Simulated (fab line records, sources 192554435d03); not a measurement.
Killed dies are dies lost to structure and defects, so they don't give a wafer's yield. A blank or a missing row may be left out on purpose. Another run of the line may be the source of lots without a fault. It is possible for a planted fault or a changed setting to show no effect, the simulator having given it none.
What tool caused it? ; flow n5-finfet ; 72 wafers from 24 lots sampled at 6 of the route's 1938 steps

== WHAT THE GAUGES SHOWED, per wafer ==
N5_BEOL_M9_THK_MEAS_01. Usual: M9_ILD_THK typically reads 268 nm, with standard deviation 3.1.
lot;measured;on;M9_ILD_THK (nm);flag
L075;day 10 02:16;film-metro-02;268 272 268;
L074;day 10 05:25;film-metro-02;268 270 273;
L076;day 10 08:44;film-metro-01;267 277 275;
L077;day 10 11:43;film-metro-02;262 263 265;
L078;day 10 15:14;film-metro-01;268 265 270;
L079;day 10 17:20;film-metro-02;266 266 274;
L080;day 11 07:40;film-metro-01;264 265 272;
L081;day 11 15:29;film-metro-01;268 268 271;
L082;day 12 01:05;film-metro-01;265 275 270;
L083;day 12 07:14;film-metro-02;266 267 269;
L084;day 12 13:16;film-metro-01;265 270 266;
L085;day 12 16:53;film-metro-01;268 270 273;
L087;day 13 04:10;film-metro-01;266 267 269;
L088;day 13 05:23;film-metro-02;270 265 268;
L089;day 13 08:07;film-metro-01;263 266 265;
L086;day 13 08:35;film-metro-02;269 274 275;
L090;day 13 16:07;film-metro-02;265 267 267;
L092;day 14 03:54;film-metro-02;267 263 267;
L091;day 14 07:15;film-metro-02;265 265 268;
L093;day 14 08:02;film-metro-01;270 270 276;
L095;day 14 18:08;film-metro-02;267 269 271;
L094;day 14 19:42;film-metro-01;265 263 268;
L096;day 15 03:10;film-metro-01;267 271 271;
L097;day 15 09:20;film-metro-02;268 271 270;

N5_BEOL_M9_OVL_MEAS_12. Usual: M9_OVL typically reads -0.1 nm, with standard deviation 1.1.
lot;measured;on;M9_OVL (nm);flag
L075;day 10 03:58;overlay-02;-1.7 -1.2 -1.7;
L074;day 10 07:40;overlay-02;0.7 0.1 2.0;
L076;day 10 10:43;overlay-02;0.5 0.9 -0.1;
L077;day 10 12:28;overlay-02;-1.3 -0.8 -1.2;
L078;day 10 15:58;overlay-01;-1.0 -0.2 0.2;
L079;day 10 18:48;overlay-01;-0.4 1.9 -0.2;
L080;day 11 11:56;overlay-01;0.4 -0.3 -1.2;
L081;day 11 16:10;overlay-02;-0.2 -0.8 0.0;
L082;day 12 05:01;overlay-01;-0.9 0.0 -0.7;
L083;day 12 08:42;overlay-02;0.0 0.0 -0.1;
L084;day 12 15:23;overlay-02;-0.5 2.3 0.7;
L085;day 12 17:42;overlay-01;-0.6 -2.3 -1.5;
L087;day 13 05:29;overlay-02;-0.8 0.3 -1.7;
L088;day 13 06:40;overlay-02;-0.7 -1.9 0.1;
L089;day 13 10:54;overlay-01;0.0 -1.4 -1.5;
L086;day 13 11:04;overlay-02;-0.1 0.0 -0.3;
L090;day 13 17:08;overlay-02;0.5 0.5 0.5;
L092;day 14 05:10;overlay-01;0.9 -0.8 -0.1;
L091;day 14 08:14;overlay-01;1.5 0.5 2.2;
L093;day 14 20:34;overlay-02;0.7 -0.9 -1.0;
L095;day 14 20:37;overlay-02;-0.4 1.6 1.8;
L094;day 14 21:04;overlay-02;-0.4 -0.8 -2.2;
L096;day 15 04:02;overlay-01;-2.0 -0.9 -2.2;
L097;day 15 11:04;overlay-02;2.1 1.2 2.3;

N5_BEOL_M9_CD_MEAS_18: pitch 140 nm, target cd 70 nm. Usual: cd-nm reads 69.8 nm (standard deviation 0.5).
lot;measured;on;cd-nm (nm);flag
L075;day 10 04:38;cd-sem-02;70.0 69.7 69.7;
L074;day 10 08:11;cd-sem-03;70.2 69.8 69.9;
L076;day 10 11:37;cd-sem-03;69.6 70.1 69.9;
L077;day 10 13:02;cd-sem-02;69.2 69.2 70.2;
L078;day 10 16:32;cd-sem-01;70.1 70.4 69.9;
L079;day 10 19:20;cd-sem-03;69.1 69.4 69.5;
L080;day 11 12:35;cd-sem-02;69.7 69.6 69.2;
L081;day 11 16:49;cd-sem-01;69.9 69.9 69.8;
L082;day 12 05:31;cd-sem-01;69.6 68.9 68.9;
L083;day 12 10:14;cd-sem-03;70.9 69.6 70.1;
L084;day 12 17:47;cd-sem-03;69.3 69.7 69.7;
L085;day 12 19:29;cd-sem-03;69.8 70.6 70.0;
L087;day 13 06:07;cd-sem-03;69.6 70.4 69.6;
L088;day 13 07:18;cd-sem-03;70.3 70.2 70.2;
L089;day 13 11:27;cd-sem-03;69.6 69.2 69.8;
L086;day 13 11:42;cd-sem-02;69.6 70.1 70.3;
L090;day 13 17:46;cd-sem-03;69.8 69.9 70.2;
L092;day 14 05:40;cd-sem-01;68.9 69.8 68.9;
L091;day 14 08:46;cd-sem-03;70.5 70.8 69.3;
L093;day 14 21:27;cd-sem-01;70.6 70.4 70.3;
L095;day 14 21:30;cd-sem-03;69.2 68.9 70.0;
L094;day 14 22:10;cd-sem-01;69.9 69.8 70.2;
L096;day 15 04:58;cd-sem-02;70.3 70.1 70.1;
L097;day 15 11:35;cd-sem-03;69.2 69.0 69.8;

== EACH LOT AND THE TOOL THAT RAN IT (in order: tool; ch and the chambers of the sampled wafers; start) ==
lot;N5_BEOL_M7_STRIP_36;N5_BEOL_M7_ETCH_41;N5_BEOL_M8_DESCUM_16
L075;rie-diel-06 ch 0,1, day 9 13:47;rie-diel-06 ch 0,1, day 9 20:46 or earlier;rie-diel-05 ch 0,3, day 9 20:46
L074;rie-diel-06 ch 0,2,3, day 9 17:18;rie-diel-06 ch 0,2,3, day 9 22:15 or earlier;rie-diel-01 ch 0,1, day 9 22:15
L076;rie-diel-02 ch 0,2, day 9 19:17;rie-diel-02 ch 0,2, day 10 00:21 or earlier;rie-diel-05 ch 0,2,3, day 10 00:21
L077;rie-diel-04 ch 2,3, day 9 23:44;rie-diel-04 ch 2,3, day 10 05:28 or earlier;rie-diel-05 ch 1,2, day 10 05:28
L078;rie-diel-06 ch 0,1, day 10 02:56;rie-diel-06 ch 0,1, day 10 08:38 or earlier;rie-diel-05 ch 0,3, day 10 08:38
L079;rie-diel-02 ch 1,2, day 10 05:11;rie-diel-02 ch 1,2, day 10 11:07 or earlier;rie-diel-05 ch 0,1,3, day 10 11:07
L080;rie-diel-02 ch 0,1, day 10 17:31;rie-diel-02 ch 0,1, day 10 23:38 or earlier;rie-diel-01 ch 0,1, day 10 23:38
L081;rie-diel-02 ch 0,2, day 11 01:44;rie-diel-02 ch 0,2, day 11 07:26 or earlier;rie-diel-01 ch 0,2, day 11 07:26
L082;rie-diel-02 ch 1,2,3, day 11 14:33;rie-diel-02 ch 1,2,3, day 11 19:19 or earlier;rie-diel-01 ch 0,1,3, day 11 19:19
L083;rie-diel-02 ch 1,2,3, day 11 18:29;rie-diel-02 ch 1,2,3, day 12 00:17 or earlier;rie-diel-01 ch 0,1,2, day 12 00:17
L084;rie-diel-02 ch 1,2,3, day 12 03:57;rie-diel-02 ch 1,2,3, day 12 08:57 or earlier;rie-diel-05 ch 2,3, day 12 08:57
L085;rie-diel-02 ch 0,2,3, day 12 07:33;rie-diel-02 ch 0,2,3, day 12 11:39 or earlier;rie-diel-03 ch 1,3, day 12 11:39
L087;rie-diel-02 ch 0,1,2, day 12 16:44;rie-diel-02 ch 0,1,2, day 12 21:53 or earlier;rie-diel-03 ch 0,1,2, day 12 21:53
L088;rie-diel-02 ch 0,1,3, day 12 17:12;rie-diel-02 ch 0,1,3, day 12 22:05 or earlier;rie-diel-05 ch 0,3, day 12 22:05
L089;rie-diel-02 ch 0,1,2, day 12 20:36;rie-diel-02 ch 0,1,2, day 13 01:39 or earlier;rie-diel-03 ch 0,2,3, day 13 01:39
L086;rie-diel-06 ch 2,3, day 12 21:16;rie-diel-06 ch 2,3, day 13 02:05 or earlier;rie-diel-01 ch 0,1, day 13 02:05
L090;rie-diel-02 ch 0,2, day 13 04:28;rie-diel-02 ch 0,2, day 13 10:55 or earlier;rie-diel-05 ch 0,1,3, day 13 10:55
L092;rie-diel-06 ch 0,3, day 13 18:40;rie-diel-06 ch 0,3, day 13 23:14 or earlier;rie-diel-05 ch 0,2,3, day 13 23:14
L091;rie-diel-06 ch 0,2,3, day 13 20:45;rie-diel-06 ch 0,2,3, day 14 01:56 or earlier;rie-diel-01 ch 0,1,2, day 14 01:56
L093;rie-diel-06 ch 0,1, day 13 22:22;rie-diel-06 ch 0,1, day 14 02:29 or earlier;rie-diel-03 ch 1,2,3, day 14 02:29
L095;rie-diel-02 ch 0,2,3, day 14 06:11;rie-diel-02 ch 0,2,3, day 14 11:55 or earlier;rie-diel-05 ch 0,2, day 14 11:55
L094;rie-diel-02 ch 0,2,3, day 14 07:35;rie-diel-02 ch 0,2,3, day 14 15:15 or earlier;rie-diel-01 ch 1,2,3, day 14 15:15
L096;rie-diel-02 ch 1,2, day 14 15:44;rie-diel-02 ch 1,2, day 14 20:57 or earlier;rie-diel-01 ch 1,2, day 14 20:57
L097;rie-diel-06 ch 2,3, day 14 20:16;rie-diel-06 ch 2,3, day 15 00:54 or earlier;rie-diel-03 ch 0,1,3, day 15 00:54
- N5_BEOL_M7_STRIP_36: strips in N2/H2.
- N5_BEOL_M7_ETCH_41: etches SiCN in CH3F/O2, target depth 31.9 nm, time 57.8 s.
- N5_BEOL_M8_DESCUM_16: chemistry O2, time 7.9 s.

== AS READ BY THE TOOLS THEMSELVES (means over the sampled wafers that have a number; for cases with no such wafer, the mark the record gives instead) ==
N5_BEOL_M7_STRIP_36. Usual: drypump-motor-current-A 5.80 A, standard deviation 0.28; oes-product-au 0.77 a.u., standard deviation 0.092; rf-vpp-V 59.1 V, standard deviation 1.8; showerhead-plenum-p-Torr 2.52 Torr, standard deviation 0.069; throttle-valve-pct 23.71 %, standard deviation 0.24.
lot;tool;drypump-motor-current-A (A);oes-product-au (a.u.);rf-vpp-V (V);showerhead-plenum-p-Torr (Torr);throttle-valve-pct (%);flag
L075;rie-diel-06;5.92;0.69;58.8;2.60;23.58;
L074;rie-diel-06;5.92;0.73;57.7;2.56;23.79;
L076;rie-diel-02;5.83;0.76;60.3;2.50;23.80;
L077;rie-diel-04;5.58;0.78;59.3;2.50;23.73;
L078;rie-diel-06;5.88;0.68;59.6;2.60;23.67;
L079;rie-diel-02;5.52;0.74;60.6;2.46;23.67;
L080;rie-diel-02;6.02;0.73;59.6;2.52;23.92;
L081;rie-diel-02;5.83;0.75;59.4;2.50;23.82;
L082;rie-diel-02;5.61;0.82;59.1;2.51;23.63;
L083;rie-diel-02;5.61;0.81;58.1;2.51;23.63;
L084;rie-diel-02;5.62;0.80;57.8;2.51;23.63;
L085;rie-diel-02;5.67;0.81;58.6;2.52;23.67;
L087;rie-diel-02;5.79;0.71;58.9;2.48;23.81;
L088;rie-diel-02;5.87;0.79;57.3;2.53;23.79;
L089;rie-diel-02;5.78;0.72;59.0;2.48;23.81;
L086;rie-diel-06;5.91;0.73;60.0;2.56;23.85;
L090;rie-diel-02;5.84;0.73;57.9;2.49;23.84;
L092;rie-diel-06;6.06;0.81;58.0;2.49;23.70;
L091;rie-diel-06;5.92;0.78;60.0;2.55;23.72;
L093;rie-diel-06;5.93;0.90;58.8;2.59;23.25;
L095;rie-diel-02;5.67;0.79;59.4;2.51;23.69;
L094;rie-diel-02;5.66;0.79;58.8;2.51;23.70;
L096;rie-diel-02;5.70;0.89;60.7;2.46;23.57;
L097;rie-diel-06;5.90;0.71;60.4;2.56;23.86;

N5_BEOL_M7_ETCH_41. Usual: drypump-motor-current-A 5.80 A, standard deviation 0.28; oes-product-au 0.77 a.u., standard deviation 0.09; rf-vpp-V 297.1 V, standard deviation 1.4; showerhead-plenum-p-Torr 1.99 Torr, standard deviation 0.054; throttle-valve-pct 16.42 %, standard deviation 0.25.
lot;tool;drypump-motor-current-A (A);oes-product-au (a.u.);rf-vpp-V (V);showerhead-plenum-p-Torr (Torr);throttle-valve-pct (%);flag
L075;rie-diel-06;5.91;0.69;298.1;2.05;16.53;
L074;rie-diel-06;5.92;0.74;297.8;2.02;16.55;
L076;rie-diel-02;5.83;0.75;297.2;1.97;16.45;
L077;rie-diel-04;5.58;0.77;296.2;1.97;16.28;
L078;rie-diel-06;5.87;0.68;298.3;2.05;16.64;
L079;rie-diel-02;5.50;0.75;295.4;1.94;16.36;
L080;rie-diel-02;6.03;0.73;296.9;1.99;16.63;
L081;rie-diel-02;5.82;0.74;296.8;1.97;16.47;
L082;rie-diel-02;5.61;0.81;297.6;1.98;16.33;
L083;rie-diel-02;5.59;0.81;296.7;1.98;16.33;
L084;rie-diel-02;5.60;0.81;297.4;1.98;16.33;
L085;rie-diel-02;5.66;0.81;296.1;1.98;16.30;
L087;rie-diel-02;5.78;0.72;297.1;1.96;16.52;
L088;rie-diel-02;5.86;0.78;298.7;2.00;16.49;
L089;rie-diel-02;5.76;0.72;297.0;1.96;16.53;
L086;rie-diel-06;5.91;0.73;297.2;2.02;16.53;
L090;rie-diel-02;5.83;0.74;296.7;1.96;16.50;
L092;rie-diel-06;6.06;0.81;296.4;1.97;16.43;
L091;rie-diel-06;5.92;0.78;297.3;2.01;16.46;
L093;rie-diel-06;5.91;0.90;298.6;2.04;16.10;
L095;rie-diel-02;5.67;0.78;296.6;1.98;16.35;
L094;rie-diel-02;5.65;0.79;296.7;1.98;16.35;
L096;rie-diel-02;5.70;0.89;296.9;1.94;16.27;
L097;rie-diel-06;5.90;0.72;297.5;2.01;16.56;

N5_BEOL_M8_DESCUM_16. Usual: drypump-motor-current-A 5.8 A, standard deviation 0.48; oes-product-au 0.78 a.u., standard deviation 0.091; rf-vpp-V 243.2 V, standard deviation 1.4; showerhead-plenum-p-Torr 2.10 Torr, standard deviation 0.075; throttle-valve-pct 20.33 %, standard deviation 0.24.
lot;tool;drypump-motor-current-A (A);oes-product-au (a.u.);rf-vpp-V (V);showerhead-plenum-p-Torr (Torr);throttle-valve-pct (%);flag
L075;rie-diel-05;5.3;0.71;243.6;2.10;20.55;
L074;rie-diel-01;5.7;0.87;242.9;2.09;19.97;
L076;rie-diel-05;5.6;0.71;243.4;2.10;20.57;
L077;rie-diel-05;6.3;0.79;242.3;2.06;20.45;
L078;rie-diel-05;5.2;0.70;243.1;2.12;20.56;
L079;rie-diel-05;5.6;0.80;242.8;2.09;20.44;
L080;rie-diel-01;5.7;0.85;244.2;2.09;19.97;
L081;rie-diel-01;5.4;0.83;243.9;2.19;20.11;
L082;rie-diel-01;5.5;0.80;242.6;2.10;20.08;
L083;rie-diel-01;5.7;0.80;243.7;2.11;20.13;
L084;rie-diel-05;5.6;0.70;243.5;2.06;20.59;
L085;rie-diel-03;6.1;0.75;243.0;2.06;20.27;
L087;rie-diel-03;6.2;0.76;243.8;2.12;20.42;
L088;rie-diel-05;5.3;0.79;242.4;2.09;20.45;
L089;rie-diel-03;6.4;0.75;242.9;2.06;20.49;
L086;rie-diel-01;5.9;0.75;241.9;2.03;20.17;
L090;rie-diel-05;5.5;0.85;243.3;2.08;20.33;
L092;rie-diel-05;5.6;0.77;243.7;2.09;20.48;
L091;rie-diel-01;5.7;0.78;242.8;2.10;20.17;
L093;rie-diel-03;6.2;0.73;242.8;2.11;20.43;
L095;rie-diel-05;5.9;0.75;243.3;2.09;20.48;
L094;rie-diel-01;5.5;0.73;243.4;2.12;20.27;
L096;rie-diel-01;5.6;0.74;244.5;2.12;20.31;
L097;rie-diel-03;6.1;0.77;242.8;2.07;20.31;

== THE ANSWER, worked out from the rows above alone ==
Rule: a lot is off if the mean of its wafers that have a number lies more than 3 standard deviations from the usual mean. Also off: a lot with no number at a reading for which 4 or more lots have one. All remaining lots with rows at the step are treated as sound. Order of review: gauges by route order, followed by the tools' own readings, for which a lot's mean as printed above is used. The first step at which some lot is off is used, and at that step the reading that is off furthest; a lot without a number counts as furthest.
None of the lots is off at any reading shown; this tells nothing.

== WHAT THE SIMULATOR HAD INSERTED ==
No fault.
